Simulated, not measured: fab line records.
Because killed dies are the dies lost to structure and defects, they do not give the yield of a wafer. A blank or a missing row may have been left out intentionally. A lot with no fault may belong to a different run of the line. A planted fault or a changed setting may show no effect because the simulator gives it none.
fab line records -- flow n5_finfet
record: lots: 7, wafers: 21
route steps=1938 shown FIN_SAQP@94 SD_EPI_N@278 SDB@348
start_h: start of the lot's first displayed wafer, in hours after the record's first day -- wait_h: hours from the lot's prior step to this one -- " the same as in the row above -- L1.1+2: a row that stands for several wafers -- - no value, or no start given -- * or withheld: withheld -- < > ~ a bound
route shown NAME@n: NAME is a module with steps in the file, n the number in the route of the first one -- usual: average and standard deviation across the fault-free wafers -- same: alike in all rows -- chamber/n: place in a boat -- sites: readings site by site -- _std_site: standard deviation across them -- _edge_site: inner sites' mean taken away from outer sites' mean -- radius_mm: how far each site lies from the wafer's centre -- mask NAME#n: copy n -- behind: the last tool/chamber to shape the wafer -- hold: why the lot was held/for how many hours/how that ended -- device: names the non-switching transistor (n, p or np) -- end of line: the same wafers' tests at the end of the route -- a step with no rows: only its recipe -- killed: dies that structure and defects cost at the first sort, which is not the same as the wafer's yield -- map: a wafer's dies, x killed, . not, _ none there
set.NAME: setting as actually run; set.NAME@STEP: the setting as run at that earlier step -- model.NAME: the simulator's own value behind a step, which no gauge read
lots whose settings were changed on purpose; a table a step, a row a wafer
== steps ==
step: N5_FIN_SAQP_ALD_61
recipe: material: SiO2, target_thk_a: 40, temp_c: 300, ald_precursor_family: BDEAS, ald_co_reactant: O2-plasma, pulse_time_s: 1, purge_time_s: 2, co_reactant_purge_time_s: 2, ald_cycles: 43, pressure_torr: 2
lot.wafer,tool,chamber,start_h,wait_h,set.temp_c,model.SiO2_of_FIN_SAQP_ALD_61.thk_nm
L075.1,ald_sin-01,2,26.83,0.0,300,3.938
L075.2,ald_sin-01,0,26.83,0.0,300,3.973
L075.3,ald_sin-01,3,26.83,0.0,300,3.956
L076.4,ald_sin-02,3,32.73,0.0,311.4,3.937
L076.5,ald_sin-02,1,32.73,0.0,300,4.034
L076.6,ald_sin-02,0,32.73,0.0,300,4.015
L077.1,ald_sin-02,2,38.60,0.0,289.7,4.143
L077.3,ald_sin-02,3,38.60,0.0,289.7,4.13
L077.6,ald_sin-02,0,38.60,0.0,300,3.999
L080.1,ald_sin-01,1,56.49,0.0,289.7,4.125
L080.2,ald_sin-01,3,56.49,0.0,300,3.957
L080.5,ald_sin-01,2,56.49,0.0,300,3.962
L082.3,ald_sin-01,3,68.46,0.2,305.2,3.949
L082.4,ald_sin-01,2,68.46,0.2,305.2,3.946
L082.6,ald_sin-01,2,68.46,0.2,305.2,3.939
L087.1,ald_sin-02,3,103.77,2.9,300,4.003
L087.4,ald_sin-02,0,103.77,2.9,287.9,4.182
L087.5,ald_sin-02,2,103.77,2.9,300,4.011
L095.1,ald_sin-02,1,146.05,0.0,287.1,4.205
L095.3,ald_sin-02,2,146.05,0.0,300,4.003
L095.6,ald_sin-02,0,146.05,0.0,300,4.027
step: N5_FIN_SAQP_HM_DEP_03
recipe: material: SiNx, target_thk_a: 380, temp_c: 400, precursor: SiH4/NH3/N2, pressure_torr: 1.5, rf_w: 300, time_s: 33.6
lot.wafer,tool,chamber,start_h,wait_h,set.time_s,model.SiNx_of_FIN_SAQP_HM_DEP_03.thk_nm
L075.1,pecvd-04,1,27.46,0.2,33.6,37.47
L075.2,pecvd-04,2,27.46,0.2,33.6,36.85
L075.3,pecvd-04,0,27.46,0.2,33.6,37.84
L076.4,pecvd-03,2,33.19,0.1,29.6,33.7
L076.5,pecvd-03,1,33.19,0.1,33.6,37.56
L076.6,pecvd-03,0,33.19,0.1,33.6,38.15
L077.1,pecvd-02,0,39.23,0.2,33.6,37.51
L077.3,pecvd-02,0,39.23,0.2,33.6,38.23
L077.6,pecvd-02,1,39.23,0.2,33.6,38.68
L080.1,pecvd-03,0,56.91,0.2,33.6,37.93
L080.2,pecvd-03,2,56.91,0.2,35.82,41.17
L080.5,pecvd-03,2,56.91,0.2,33.6,39.15
L082.3,pecvd-04,0,69.04,0.1,33.6,37.6
L082.4,pecvd-04,2,69.04,0.1,36.18,40.2
L082.6,pecvd-04,1,69.04,0.1,33.6,38.15
L087.1,pecvd-02,2,104.18,0.2,33.6,37.46
L087.4,pecvd-02,0,104.18,0.2,33.6,38.04
L087.5,pecvd-02,1,104.18,0.2,33.6,37.97
L095.1,pecvd-02,0,146.47,0.2,33.6,37.77
L095.3,pecvd-02,1,146.47,0.2,33.6,38.4
L095.6,pecvd-02,1,146.47,0.2,33.6,39.25
step: N5_FIN_SAQP_THK_MEAS_05
usual: thk_nm: 38.0/0.59
lot.wafer,tool,chamber,start_h,wait_h,set.time_s@FIN_SAQP_HM_DEP_03,thk_nm
L075.1,film_metro-02,-,27.55,0.1,33.6,37.5
L075.2,film_metro-02,-,27.55,0.1,33.6,36.8
L075.3,film_metro-02,-,27.55,0.1,33.6,37.9
L076.4,film_metro-01,-,33.25,0.0,29.6,33.7
L076.5,film_metro-01,-,33.25,0.0,33.6,37.6
L076.6,film_metro-01,-,33.25,0.0,33.6,38.2
L077.1,film_metro-02,-,39.34,0.1,33.6,37.5
L077.3,film_metro-02,-,39.34,0.1,33.6,38.2
L077.6,film_metro-02,-,39.34,0.1,33.6,38.6
L080.1,film_metro-01,-,56.99,0.1,33.6,37.9
L080.2,film_metro-01,-,56.99,0.1,35.82,41.2
L080.5,film_metro-01,-,56.99,0.1,33.6,39.1
L082.3,film_metro-01,-,69.13,0.1,33.6,37.6
L082.4,film_metro-01,-,69.13,0.1,36.18,40.2
L082.6,film_metro-01,-,69.13,0.1,33.6,38.1
L087.1,film_metro-02,-,104.27,0.1,33.6,37.5
L087.4,film_metro-02,-,104.27,0.1,33.6,38.1
L087.5,film_metro-02,-,104.27,0.1,33.6,38.0
L095.1,film_metro-02,-,146.56,0.1,33.6,37.8
L095.3,film_metro-02,-,146.56,0.1,33.6,38.4
L095.6,film_metro-02,-,146.56,0.1,33.6,39.2
step: N5_FIN_SAQP_DESCUM_21
recipe: chemistry: O2, time_s: 7.9, source_power_w: 50, bias_power_w: 20, pressure_mtorr: 20, rf_frequency_hz: 2.712e+07, temp_c: 40, resist: CAR-ArF, o2_flow_sccm: 225
lot.wafer,tool,chamber,start_h,wait_h,set.time_s,model.CAR-ArF_of_FIN_SAQP_COAT_10.thk_nm
L075.1,rie_diel-04,3,28.24,0.0,7.9,83.83
L075.2,rie_diel-04,1,28.24,0.0,7.9,83.75
L075.3,rie_diel-04,0,28.24,0.0,7.9,83.76
L076.4,rie_diel-04,3,34.06,0.0,6.37,84.05
L076.5,rie_diel-04,1,34.06,0.0,6.37,84.46
L076.6,rie_diel-04,0,34.06,0.0,7.9,83.52
L077.1,rie_diel-04,2,40.14,0.0,6.723,84.06
L077.3,rie_diel-04,3,40.14,0.0,7.9,83.44
L077.6,rie_diel-04,3,40.14,0.0,6.723,84.29
L080.1,rie_diel-02,0,57.90,0.2,9.095,82.52
L080.2,rie_diel-02,2,57.90,0.2,9.095,82.4
L080.5,rie_diel-02,2,57.90,0.2,9.095,82.43
L082.3,rie_diel-03,1,70.14,0.0,9.1,82.76
L082.4,rie_diel-03,2,70.14,0.0,7.9,83.02
L082.6,rie_diel-03,3,70.14,0.0,7.9,83.17
L087.1,rie_diel-03,2,104.96,0.0,7.9,83.12
L087.4,rie_diel-03,1,104.96,0.0,7.9,83.58
L087.5,rie_diel-03,3,104.96,0.0,7.032,84.02
L095.1,rie_diel-03,0,148.49,0.7,6.171,84.59
L095.3,rie_diel-03,1,148.49,0.7,7.9,83.59
L095.6,rie_diel-03,1,148.49,0.7,6.171,84.69
step: N5_FIN_SAQP_ETCH_52
recipe: chemistry: N2/H2, target: SOC, target_depth_a: 1000, overetch_a: 200, mask_material: SiARC, temp_c: 40, time_s: 150, ion_energy_ev: 200, pressure_mtorr: 30, source_w: 840, bias_w: 150, n2_flow_sccm: 200, h2_flow_sccm: 200, ends: end_point
usual: rf_vpp_V: 523.4/2.7
lot.wafer,tool,chamber,start_h,wait_h,set.source_w,rf_vpp_V
L075.1,rie_diel-04,3,28.33,0.0,840,526.4
L075.2,rie_diel-04,1,28.33,0.0,840,522.7
L075.3,rie_diel-04,0,28.33,0.0,840,518.6
L076.4,rie_diel-04,3,34.15,0.0,724.1,554.3
L076.5,rie_diel-04,1,34.15,0.0,840,523.7
L076.6,rie_diel-04,0,34.15,0.0,724.1,547.9
L077.1,rie_diel-04,2,40.23,0.0,691,556.0
L077.3,rie_diel-04,3,40.23,0.0,840,525.5
L077.6,rie_diel-04,3,40.23,0.0,840,526.3
L080.1,rie_diel-02,0,57.99,0.0,796.4,529.6
L080.2,rie_diel-02,2,57.99,0.0,840,524.5
L080.5,rie_diel-02,2,57.99,0.0,840,527.7
L082.3,rie_diel-03,1,70.23,0.0,840,527.3
L082.4,rie_diel-03,2,70.23,0.0,840,525.8
L082.6,rie_diel-03,3,70.23,0.0,840,520.6
L087.1,rie_diel-03,2,105.05,0.0,727,550.4
L087.4,rie_diel-03,1,105.05,0.0,840,524.9
L087.5,rie_diel-03,3,105.05,0.0,840,520.0
L095.1,rie_diel-03,0,148.59,0.0,840,523.0
L095.3,rie_diel-03,1,148.59,0.0,755,542.4
L095.6,rie_diel-03,1,148.59,0.0,840,524.7
step: N5_FIN_SAQP_STRIP_53
recipe: chemistry: N2/H2, temp_c: 40, n2_flow_sccm: 200, h2_flow_sccm: 200, rf_frequency_hz: 6e+07
step: N5_FIN_SAQP_HM_OPEN_73
recipe: chemistry: CHF3/O2, target: SiO2, stop_on: a-Si, target_depth_a: 120, over_etch_frac: 1.8, mask_material: SOC, time_s: 16.8, pressure_mtorr: 30, source_w: 650, bias_w: 170, Ar_flow_sccm: 200, CHF3_flow_sccm: 50, O2_flow_sccm: 5, ion_energy_ev: 200, ends: end_point
step: N5_FIN_SAQP_SPACER2_ALD_28
recipe: material: SiO2, target_thk_a: 81, temp_c: 300, ald_precursor_family: BDEAS, ald_co_reactant: O2-plasma, pulse_time_s: 1, purge_time_s: 2, co_reactant_purge_time_s: 2, pressure_torr: 2
step: N5_FIN_SAQP_SPACER2_ETCHBACK_29
recipe: chemistry: CHF3/O2, mode: anisotropic_etchback, target: SiO2, target_depth_a: 122, time_s: 6.1, pressure_mtorr: 30, source_w: 650, bias_w: 170, Ar_flow_sccm: 200, CHF3_flow_sccm: 50, O2_flow_sccm: 5, ion_energy_ev: 200
step: N5_FIN_SAQP_MANDREL2_REMOVE_60
recipe: chemistry: HBr/Cl2/O2, bt_time_s: 10, target: a-Si, stop_on: SiNx, endpoint: OES-SiCl, over_etch_frac: 1, icp_w: 600, bias_w: 22, HBr_flow_sccm: 150, Cl2_flow_sccm: 80, O2_flow_sccm: 5, pressure_mtorr: 10
lot.wafer,tool,chamber,start_h,wait_h,set.time_s@FIN_SAQP_HM_DEP_03,model.SiNx_of_FIN_SAQP_HM_DEP_03.thk_nm
L075.1,rie_si-03,2,32.43,0.1,33.6,36.8
L075.2,rie_si-03,0,32.43,0.1,33.6,36.2
L075.3,rie_si-03,3,32.43,0.1,33.6,37.2
L076.4,rie_si-02,3,38.38,0.1,29.6,33
L076.5,rie_si-02,3,38.38,0.1,33.6,36.6
L076.6,rie_si-02,2,38.38,0.1,33.6,37.4
L077.1,rie_si-06,0,43.97,0.1,33.6,36.8
L077.3,rie_si-06,3,43.97,0.1,33.6,37.4
L077.6,rie_si-06,2,43.97,0.1,33.6,38
L080.1,rie_si-02,0,61.51,0.1,33.6,37.2
L080.2,rie_si-02,3,61.51,0.1,35.82,40.6
L080.5,rie_si-02,0,61.51,0.1,33.6,38.4
L082.3,rie_si-02,1,73.70,0.1,33.6,37
L082.4,rie_si-02,3,73.70,0.1,36.18,39.6
L082.6,rie_si-02,3,73.70,0.1,33.6,37.6
L087.1,rie_si-02,0,109.75,0.1,33.6,36.8
L087.4+5,rie_si-02,"2,3",109.75,0.1,33.6,37.4
L095.1,rie_si-02,1,152.10,0.1,33.6,37.2
L095.3,rie_si-02,3,152.10,0.1,33.6,37.8
L095.6,rie_si-02,0,152.10,0.1,33.6,38.6
step: N5_FIN_SAQP_HM_OPEN_33
recipe: chemistry: CH3F/O2, target: SiNx, mask_material: SiO2, target_depth_a: 494, time_s: 70.6, pressure_mtorr: 30, source_w: 395, bias_w: 73, Ar_flow_sccm: 150, CH3F_flow_sccm: 30, O2_flow_sccm: 20, ion_energy_ev: 120, ends: cleared
usual: etch_rf_on_time_s: 69.0/1.4
lot.wafer,tool,chamber,start_h,wait_h,set.time_s@FIN_SAQP_HM_DEP_03,etch_rf_on_time_s,model.etch.depth_nm
L075.1,rie_diel-03,0,32.77,0.2,33.6,67.2,36.81
L075.2,rie_diel-03,1,32.77,0.2,33.6,66.7,36.22
L075.3,rie_diel-03,2,32.77,0.2,33.6,68.9,37.21
L076.4,rie_diel-04,1,38.54,0.0,29.6,60.4,33.06
L076.5,rie_diel-04,1,38.54,0.0,33.6,66.6,36.68
L076.6,rie_diel-04,0,38.54,0.0,33.6,68.6,37.4
L077.1,rie_diel-03,3,44.13,0.0,33.6,68.3,36.87
L077.3,rie_diel-03,0,44.13,0.0,33.6,67.4,37.48
L077.6,rie_diel-03,2,44.13,0.0,33.6,69.1,37.93
L080.1,rie_diel-02,2,61.69,0.1,33.6,69.9,37.3
L080.2,rie_diel-02,1,61.69,0.1,35.82,75.5,40.54
L080.5,rie_diel-02,2,61.69,0.1,33.6,71.7,38.49
L082.3,rie_diel-04,2,74.24,0.4,33.6,70.2,36.98
L082.4,rie_diel-04,2,74.24,0.4,36.18,75.6,39.58
L082.6,rie_diel-04,1,74.24,0.4,33.6,68.9,37.52
L087.1,rie_diel-02,0,110.03,0.2,33.6,68.9,36.83
L087.4,rie_diel-02,1,110.03,0.2,33.6,69.1,37.41
L087.5,rie_diel-02,2,110.03,0.2,33.6,69.1,37.34
L095.1,rie_diel-03,0,152.27,0.0,33.6,67.2,37.15
L095.3,rie_diel-03,2,152.27,0.0,33.6,69.6,37.76
L095.6,rie_diel-03,0,152.27,0.0,33.6,71.0,38.63
step: N5_FIN_SAQP_ETCH_34
recipe: chemistry: C4F6/O2, target: SiO2, target_depth_a: 450, time_s: 15, ion_energy_ev: 250, pressure_mtorr: 30, source_w: 345, bias_w: 185, Ar_flow_sccm: 300, C4F6_flow_sccm: 10, O2_flow_sccm: 10, ends: cleared
lot.wafer,tool,chamber,start_h,wait_h,set.time_s@FIN_SAQP_HM_DEP_03,model.SiNx_of_FIN_SAQP_HM_DEP_03.thk_nm
L075.1,rie_diel-03,0,32.83,0.0,33.6,34
L075.2,rie_diel-03,1,32.83,0.0,33.6,33.4
L075.3,rie_diel-03,2,32.83,0.0,33.6,34.2
L076.4,rie_diel-04,1,38.61,0.0,29.6,30.2
L076.5,rie_diel-04,1,38.61,0.0,33.6,33.8
L076.6,rie_diel-04,0,38.61,0.0,33.6,34.4
L077.1,rie_diel-03,3,44.20,0.0,33.6,34
L077.3,rie_diel-03,0,44.20,0.0,33.6,34.6
L077.6,rie_diel-03,2,44.20,0.0,33.6,35
L080.1,rie_diel-02,2,61.76,0.0,33.6,34.4
L080.2,rie_diel-02,1,61.76,0.0,35.82,37.6
L080.5,rie_diel-02,2,61.76,0.0,33.6,35.6
L082.3,rie_diel-04,2,74.31,0.0,33.6,34
L082.4,rie_diel-04,2,74.31,0.0,36.18,36.6
L082.6,rie_diel-04,1,74.31,0.0,33.6,34.6
L087.1,rie_diel-02,0,110.10,0.0,33.6,33.8
L087.4+5,rie_diel-02,"1,2",110.10,0.0,33.6,34.4
L095.1,rie_diel-03,0,152.34,0.0,33.6,34.2
L095.3,rie_diel-03,2,152.34,0.0,33.6,34.8
L095.6,rie_diel-03,0,152.34,0.0,33.6,35.8
step: N5_SD_EPI_N_ETCH_45
recipe: chemistry: CH3F/O2, target: SiOCN, target_depth_a: 60, mask_material: SOC, ion_energy_ev: 60, bias_w: 29, pressure_mtorr: 15, source_w: 410, Ar_flow_sccm: 150, CH3F_flow_sccm: 30, O2_flow_sccm: 20
lot.wafer,tool,chamber,start_h,wait_h,set.target_depth_a,model.etch.depth_nm
L075.1,rie_diel-04,3,56.41,0.1,60,5.926
L075.2,rie_diel-04,1,56.41,0.1,60,6.039
L075.3,rie_diel-04,2,56.41,0.1,60,5.857
L076.4,rie_diel-02,1,71.75,0.1,60,5.984
L076.5,rie_diel-02,0,71.75,0.1,63.83,6.369
L076.6,rie_diel-02,1,71.75,0.1,63.83,6.363
L077.1,rie_diel-04,0,75.35,0.1,57.54,5.772
L077.3,rie_diel-04,1,75.35,0.1,60,6.099
L077.6,rie_diel-04,2,75.35,0.1,57.54,5.576
L080.1,rie_diel-02,2,87.59,0.1,60,5.981
L080.2,rie_diel-02,1,87.59,0.1,60,6.021
L080.5,rie_diel-02,1,87.59,0.1,60,6.016
L082.3,rie_diel-04,1,97.93,0.1,54.55,5.473
L082.4,rie_diel-04,2,97.93,0.1,54.55,5.332
L082.6,rie_diel-04,0,97.93,0.1,60,5.971
L087.1,rie_diel-03,3,133.19,0.1,60,5.825
L087.4,rie_diel-03,0,133.19,0.1,60,6.063
L087.5,rie_diel-03,0,133.19,0.1,60,6.037
L095.1,rie_diel-04,1,175.34,0.1,60,6.024
L095.3,rie_diel-04,2,175.34,0.1,60,5.876
L095.6,rie_diel-04,3,175.34,0.1,54.7,5.585
step: N5_SD_EPI_N_EPI_21
recipe: material: Si:P, dopant: P, temp_c: 680, pressure_torr: 255, time_s: 690
lot.wafer,tool,chamber,start_h,wait_h,set.time_s,model.Si-P_of_SD_EPI_N_EPI_21.thk_nm
L075.1,epi_rpcvd-01,0,57.99,0.3,690,57.8
L075.2,epi_rpcvd-01,0,57.99,0.3,690,58.4
L075.3,epi_rpcvd-01,0,57.99,0.3,690,57.4
L076.4+6,epi_rpcvd-02,0,73.78,0.9,799.8,65.4
L076.5,epi_rpcvd-02,0,73.78,0.9,690,60
L077.1+6,epi_rpcvd-01,0,77.03,0.3,690,58.6
L077.3,epi_rpcvd-01,0,78.03,1.2,690,58.8
L080.1,epi_rpcvd-02,0,88.76,0.1,812.1,67.4
L080.2,epi_rpcvd-02,0,88.76,0.1,812.1,67
L080.5,epi_rpcvd-02,0,88.76,0.1,690,59.8
L082.3,epi_rpcvd-01,0,100.01,0.9,573.8,50.8
L082.4,epi_rpcvd-01,0,100.01,0.9,573.8,52
L082.6,epi_rpcvd-01,0,100.01,0.9,573.8,51.4
L087.1,epi_rpcvd-01,0,134.35,0.1,690,59
L087.4+5,epi_rpcvd-01,0,134.35,0.1,690,59.4
L095.1,epi_rpcvd-03,0,176.50,0.1,690,59.4
L095.3,epi_rpcvd-03,0,176.50,0.1,690,58.8
L095.6,epi_rpcvd-03,0,176.50,0.1,690,59
step: N5_SDB_COAT_03
recipe: resist: SOC, temp_c: 250, time_s: 60, spin_rpm: 1500, resist_thk_nm: 100
lot.wafer,tool,chamber,start_h,wait_h,set.spin_rpm,model.SOC_of_SDB_COAT_03.thk_nm
L075.1+3,litho_track-05,0,73.62,0.1,1500,100
L075.2,litho_track-05,0,73.62,0.1,1500,99.8
L076.4,litho_track-01,0,86.95,0.0,1361,105.6
L076.5,litho_track-01,0,86.95,0.0,1361,105.4
L076.6,litho_track-01,0,86.95,0.0,1500,100.6
L077.1,litho_track-04,0,94.54,0.1,1500,100.2
L077.3+6,litho_track-04,0,94.54,0.1,1584,97.4
L080.1+2,litho_track-04,0,103.60,0.1,1500,100.2
L080.5,litho_track-04,0,103.60,0.1,1500,100.4
L082.3,litho_track-01,0,115.78,0.1,1500,100
L082.4,litho_track-01,0,115.78,0.1,1500,99.8
L082.6,litho_track-01,0,115.78,0.1,1625,96
L087.1,litho_track-01,0,149.06,0.1,1588,96.8
L087.4,litho_track-01,0,149.06,0.1,1588,96.4
L087.5,litho_track-01,0,149.06,0.1,1500,99.6
L095.1,litho_track-01,0,191.58,0.1,1500,99.6
L095.3+6,litho_track-01,0,191.58,0.1,1548,98.2
step: N5_SDB_ETCH_18
recipe: chemistry: N2/H2, target: SOC, target_depth_a: 1000, overetch_a: 200, mask_material: SiARC, temp_c: 40, time_s: 150, ion_energy_ev: 200, pressure_mtorr: 30, source_w: 840, bias_w: 150, n2_flow_sccm: 200, h2_flow_sccm: 200
lot.wafer,tool,chamber,start_h,wait_h,set.time_s,model.SiARC_of_SDB_COAT_04.thk_nm
L075.1+2,rie_diel-02,"1,0",74.51,0.0,150,12.8
L075.3,rie_diel-02,3,74.51,0.0,150,12.4
L076.4,rie_diel-04,3,87.71,0.0,150,12.6
L076.5+6,rie_diel-04,"3,0",87.71,0.0,163.2,12
L077.1,rie_diel-04,0,94.94,0.0,150,12.4
L077.3,rie_diel-04,2,94.94,0.0,150,12.8
L077.6,rie_diel-04,3,94.94,0.0,168,11.8
L080.1,rie_diel-02,1,104.01,0.0,150,12.8
L080.2,rie_diel-02,2,104.01,0.0,150,13
L080.5,rie_diel-02,2,104.01,0.0,120.9,13.8
L082.3,rie_diel-04,1,116.31,0.0,150,12.8
L082.4,rie_diel-04,3,116.31,0.0,150,12.6
L082.6,rie_diel-04,3,116.31,0.0,137.1,13.2
L087.1,rie_diel-02,2,149.80,0.0,127.1,13.6
L087.4,rie_diel-02,1,149.80,0.0,150,12.6
L087.5,rie_diel-02,2,149.80,0.0,150,12.8
L095.1,rie_diel-03,0,192.80,0.0,150,12.6
L095.3,rie_diel-03,1,192.80,0.0,150,13
L095.6,rie_diel-03,1,192.80,0.0,169.6,12.2
step: N5_SDB_STRIP_19
recipe: chemistry: N2/H2, temp_c: 40, n2_flow_sccm: 200, h2_flow_sccm: 200, rf_frequency_hz: 6e+07
step: N5_SDB_STRIP_21
recipe: chemistry: CF4, resist: SiARC, power_w: 300, bias_power_w: 75, pressure_mtorr: 50, cf4_flow_sccm: 150, rf_frequency_hz: 6e+07
step: N5_SDB_HM_OPEN_20
recipe: chemistry: CH3F/O2, target: SiNx, mask_material: SOC, target_depth_a: 240, stop_on: poly-Si, over_etch_frac: 0.4, ion_energy_ev: 120, pressure_mtorr: 30, source_w: 395, bias_w: 73, Ar_flow_sccm: 150, CH3F_flow_sccm: 30, O2_flow_sccm: 20
step: N5_SDB_STRIP_22
recipe: chemistry: N2/H2, power_w: 1000, temp_c: 250, h2_frac: 0.65, overash_fraction: 0.3, pressure_mtorr: withheld, n2_flow_sccm: 1750, h2_flow_sccm: 3250
usual: strip_time_to_endpoint_s: 96.1/0.4
lot.wafer,tool,chamber,start_h,wait_h,set.spin_rpm@SDB_COAT_03,strip_time_to_endpoint_s
L075.1,plasma_asher-02,1,74.75,0.1,1500,96.3
L075.2,plasma_asher-02,0,74.75,0.1,1500,96.0
L075.3,plasma_asher-02,0,74.75,0.1,1500,95.9
L076.4,plasma_asher-02,1,87.99,0.1,1361,101.4
L076.5,plasma_asher-02,1,87.99,0.1,1361,101.1
L076.6,plasma_asher-02,0,87.99,0.1,1500,96.8
L077.1,plasma_asher-02,1,95.19,0.1,1500,96.1
L077.3,plasma_asher-02,1,95.19,0.1,1584,94.1
L077.6,plasma_asher-02,0,95.19,0.1,1584,93.3
L080.1,plasma_asher-01,0,104.24,0.1,1500,96.5
L080.2,plasma_asher-01,1,104.24,0.1,1500,96.6
L080.5,plasma_asher-01,1,104.24,0.1,1500,96.7
L082.3,plasma_asher-01,0,116.59,0.1,1500,96.0
L082.4,plasma_asher-01,1,116.59,0.1,1500,95.9
L082.6,plasma_asher-01,1,116.59,0.1,1625,92.1
L087.1,plasma_asher-02,0,150.04,0.1,1588,93.3
L087.4,plasma_asher-02,0,150.04,0.1,1588,92.8
L087.5,plasma_asher-02,1,150.04,0.1,1500,96.0
L095.1,plasma_asher-01,1,193.04,0.1,1500,95.5
L095.3,plasma_asher-01,1,193.04,0.1,1548,94.5
L095.6,plasma_asher-01,1,193.04,0.1,1548,94.5
step: N5_SDB_ALD_29
recipe: material: SiNx, target_thk_a: 300, temp_c: 400, ald_precursor_family: SiH2I2, ald_co_reactant: N2/H2-plasma, pulse_time_s: 1, ald_cycles: 600, purge_time_s: 2, co_reactant_purge_time_s: 2, pressure_torr: 2
lot.wafer,tool,chamber,start_h,wait_h,set.ald_cycles,model.SiNx_of_SDB_ALD_29.thk_nm
L075.1,ald_sin-03,2,75.70,0.0,600,30.2
L075.2,ald_sin-03,0,75.70,0.0,600,30
L075.3,ald_sin-03,3,75.70,0.0,600,29.8
L076.4+5+6,ald_sin-04,"2,1,2",88.44,0.0,600,30
L077.1,ald_sin-04,1,97.88,1.9,674,33.8
L077.3+6,ald_sin-04,"3,2",97.88,1.9,600,30
L080.1,ald_sin-01,3,105.71,1.0,600,30
L080.2,ald_sin-01,1,105.71,1.0,666,33.4
L080.5,ald_sin-01,3,107.06,2.4,600,30.2
L082.3,ald_sin-01,2,117.35,0.0,560,28
L082.4,ald_sin-01,0,117.35,0.0,600,30.2
L082.6,ald_sin-01,0,118.70,1.4,560,28.2
L087.1+5,ald_sin-04,"3,2",150.74,0.0,600,30
L087.4,ald_sin-04,0,150.74,0.0,600,29.8
L095.1+3,ald_sin-03,"3,2",194.27,0.0,600,30.4
L095.6,ald_sin-03,3,195.62,1.4,600,30.2
== key ==
split: step: N5_FIN_SAQP_ALD_61, setting: temp_c, stated: 300, by: wafer
response: step: N5_FIN_SAQP_ALD_61, reading: model.SiO2_of_FIN_SAQP_ALD_61.thk_nm, change: -0.0398, per: 1%, r: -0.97
split: step: N5_FIN_SAQP_HM_DEP_03, setting: time_s, stated: 33.6, by: wafer
response: step: N5_FIN_SAQP_HM_DEP_03, reading: model.SiNx_of_FIN_SAQP_HM_DEP_03.thk_nm, change: +0.346, per: 1%, r: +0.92
response: step: N5_FIN_SAQP_THK_MEAS_05, reading: thk_nm, change: *, per: 1%, r: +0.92
response: step: N5_FIN_SAQP_MANDREL2_REMOVE_60, reading: model.SiNx_of_FIN_SAQP_HM_DEP_03.thk_nm, change: +0.343, per: 1%, r: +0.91
response: step: N5_FIN_SAQP_HM_OPEN_33, reading: etch_rf_on_time_s, change: *, per: 1%, r: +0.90
response: step: N5_FIN_SAQP_HM_OPEN_33, reading: model.etch.depth_nm, change: +0.338, per: 1%, r: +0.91
response: step: N5_FIN_SAQP_ETCH_34, reading: model.SiNx_of_FIN_SAQP_HM_DEP_03.thk_nm, change: +0.333, per: 1%, r: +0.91
split: step: N5_FIN_SAQP_DESCUM_21, setting: time_s, stated: 7.9, by: wafer
response: step: N5_FIN_SAQP_DESCUM_21, reading: model.CAR-ArF_of_FIN_SAQP_COAT_10.thk_nm, change: -0.0426, per: 1%, r: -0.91
split: step: N5_FIN_SAQP_ETCH_52, setting: source_w, stated: 840, by: wafer
response: step: N5_FIN_SAQP_ETCH_52, reading: rf_vpp_V, change: -1.83, per: 1%, r: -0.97
split: step: N5_SD_EPI_N_ETCH_45, setting: target_depth_a, stated: 60, by: wafer
response: step: N5_SD_EPI_N_ETCH_45, reading: model.etch.depth_nm, change: +0.0576, per: 1%, r: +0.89
split: step: N5_SD_EPI_N_EPI_21, setting: time_s, stated: 690, by: wafer
response: step: N5_SD_EPI_N_EPI_21, reading: model.Si-P_of_SD_EPI_N_EPI_21.thk_nm, change: +0.383, per: 1%, r: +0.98
split: step: N5_SDB_COAT_03, setting: spin_rpm, stated: 1500, by: wafer
response: step: N5_SDB_COAT_03, reading: model.SOC_of_SDB_COAT_03.thk_nm, change: -0.5, per: 1%, r: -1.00
response: step: N5_SDB_STRIP_22, reading: strip_time_to_endpoint_s, change: *, per: 1%, r: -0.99
split: step: N5_SDB_ETCH_18, setting: time_s, stated: 150, by: wafer
response: step: N5_SDB_ETCH_18, reading: model.SiARC_of_SDB_COAT_04.thk_nm, change: -0.0541, per: 1%, r: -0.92
split: step: N5_SDB_ALD_29, setting: ald_cycles, stated: 600, by: wafer
response: step: N5_SDB_ALD_29, reading: model.SiNx_of_SDB_ALD_29.thk_nm, change: +0.306, per: 1%, r: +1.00
